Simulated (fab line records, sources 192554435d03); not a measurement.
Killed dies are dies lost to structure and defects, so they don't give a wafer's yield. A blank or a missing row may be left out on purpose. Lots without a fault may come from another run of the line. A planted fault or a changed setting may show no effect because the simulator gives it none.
Split-lot experiment | flow n5_finfet | 7 lots, 39 wafers read, on a route of 1938 steps

THE SPLIT
At N5_BEOL_M12_DEP_53 (deposits SiCN from 3MS/NH3, target thk 30 nm, time 10.5 s), the setting target_thk_a was moved away from the recipe's 300 angstrom on 18 of the 39 wafers read, by -42.9% to +55.2%. The other wafers ran this setting at the recipe's value.

The reading is taken at the split's own step.

THE READING
SiCN_of_BEOL_M12_DEP_53.thk_nm (the simulator's own value, which no gauge read), in nm, at N5_BEOL_M12_DEP_53 (deposits SiCN from 3MS/NH3, target thk 30 nm, time 10.5 s). The file gives no usual value for it. The 21 wafers here that ran the recipe average 30.0 nm, standard deviation 0.38 nm.

wafer  | tool, chamber at the split | target_thk_a as run, angstrom | against the recipe | SiCN_of_BEOL_M12_DEP_53.thk_nm, nm | against lot-mates on the recipe
L075.1 | pecvd-01, 2                | 300                           | recipe             | 30                                 | -
L075.2 | pecvd-01, 1                | 300                           | recipe             | 29.6                               | -
L075.3 | pecvd-01, 0                | 196.2                         | -34.6%             | 19.6                               | -10.4
L075.4 | pecvd-01, 1                | 196.2                         | -34.6%             | 20.2                               | -9.8
L075.5 | pecvd-01, 0                | 196.2                         | -34.6%             | 20                                 | -10.0
L075.6 | pecvd-01, 2                | 300                           | recipe             | 30.4                               | -
L079.1 | pecvd-01, 2                | 245.9                         | -18.0%             | 24.2                               | -5.7
L079.2 | pecvd-01, 0                | 245.9                         | -18.0%             | 24                                 | -5.9
L079.3 | pecvd-01, 0,2              | 300                           | recipe             | 29.8                               | -
L079.6 | pecvd-01, 0,2              | 300                           | recipe             | 29.8                               | -
L079.4 | pecvd-01, 2                | 300                           | recipe             | 30                                 | -
L079.5 | pecvd-01, 0                | 245.9                         | -18.0%             | 24.4                               | -5.5
L080.1 | pecvd-01, 2                | 300                           | recipe             | 29.2                               | -
L080.3 | pecvd-01, 0                | 300                           | recipe             | 29.4                               | -
L080.5 | pecvd-01, 0                | 300                           | recipe             | 30.2                               | -
L085.1 | pecvd-01, 2                | 300                           | recipe             | 30.2                               | -
L085.2 | pecvd-01, 1                | 195.5                         | -34.8%             | 19.6                               | -10.9
L085.3 | pecvd-01, 0                | 195.5                         | -34.8%             | 20                                 | -10.5
L085.4 | pecvd-01, 1,0              | 300                           | recipe             | 30.6                               | -
L085.5 | pecvd-01, 1,0              | 300                           | recipe             | 30.6                               | -
L085.6 | pecvd-01, 2                | 195.5                         | -34.8%             | 20.4                               | -10.1
L086.1 | pecvd-01, 1                | 300                           | recipe             | 29.8                               | -
L086.2 | pecvd-01, 2                | 300                           | recipe             | 30                                 | -
L086.6 | pecvd-01, 2                | 300                           | recipe             | 30                                 | -
L086.3 | pecvd-01, 0                | 185.5                         | -38.2%             | 18.6                               | -11.3
L086.4 | pecvd-01, 0                | 185.5                         | -38.2%             | 18.6                               | -11.3
L086.5 | pecvd-01, 1                | 185.5                         | -38.2%             | 18.8                               | -11.1
L090.1 | pecvd-02, 0                | 300                           | recipe             | 29.4                               | -
L090.2 | pecvd-02, 2,1              | 465.7                         | +55.2%             | 46                                 | +16.3
L090.3 | pecvd-02, 2,1              | 465.7                         | +55.2%             | 46                                 | +16.3
L090.4 | pecvd-02, 0                | 465.7                         | +55.2%             | 46.6                               | +16.9
L090.5 | pecvd-02, 1                | 300                           | recipe             | 29.8                               | -
L090.6 | pecvd-02, 2                | 300                           | recipe             | 30                                 | -
L092.1 | pecvd-01, 1                | 300                           | recipe             | 29.6                               | -
L092.2 | pecvd-01, 0                | 171.4                         | -42.9%             | 16.8                               | -13.3
L092.3 | pecvd-01, 2                | 300                           | recipe             | 30                                 | -
L092.4 | pecvd-01, 0                | 171.4                         | -42.9%             | 17.4                               | -12.7
L092.5 | pecvd-01, 2                | 300                           | recipe             | 30.6                               | -
L092.6 | pecvd-01, 1                | 171.4                         | -42.9%             | 17                                 | -13.1
Where a row lists several chambers, the file gives one row for several wafers and doesn't say which wafer went through which chamber.

THE FIT
A straight line over all 39 wafers: SiCN_of_BEOL_M12_DEP_53.thk_nm changes by +0.295 nm for each +1% of target_thk_a; r = +1.00; the points scatter about the line by 0.38 nm.
The same after taking each lot's own level away (the mean of its wafers on the recipe; 39 wafers): +0.298 nm for each +1%; r = +1.00; scatter 0.3 nm.
On that fit, the largest move of target_thk_a shifts the reading by 16 nm.
The lots' own levels span 29.60 to 30.47 nm, that is 2.3 times the standard deviation above.
So the lot-to-lot level changes the slope little: the two slopes agree.
Check: with one of the wafers moved furthest among these (+55.2%) left out of the fit, the line predicts +16.5 nm for it against its lot-mates. It came out at +16.3 nm against them.

OTHER SPLITS ON THESE WAFERS
These wafers also went through other splits before the reading. Each is held against what the fit with the lots' levels taken away leaves over:
other split on the same wafers           | wafers away from the commonest value | r with SiCN_of_BEOL_M12_DEP_53.thk_nm (lot level and that fit taken away)
N5_BEOL_M5_TRENCH_ETCH_37 target_depth_a | 18                                   | +0.11
N5_BEOL_M7_ILD_DEP_00 target_thk_a       | 18                                   | -0.08
N5_BEOL_M11_CURE_72 time_s               | 15                                   | +0.10

THE FILE'S OWN FIT
SiCN_of_BEOL_M12_DEP_53.thk_nm changes by +0.299 nm for each +1% of target_thk_a, r = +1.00.
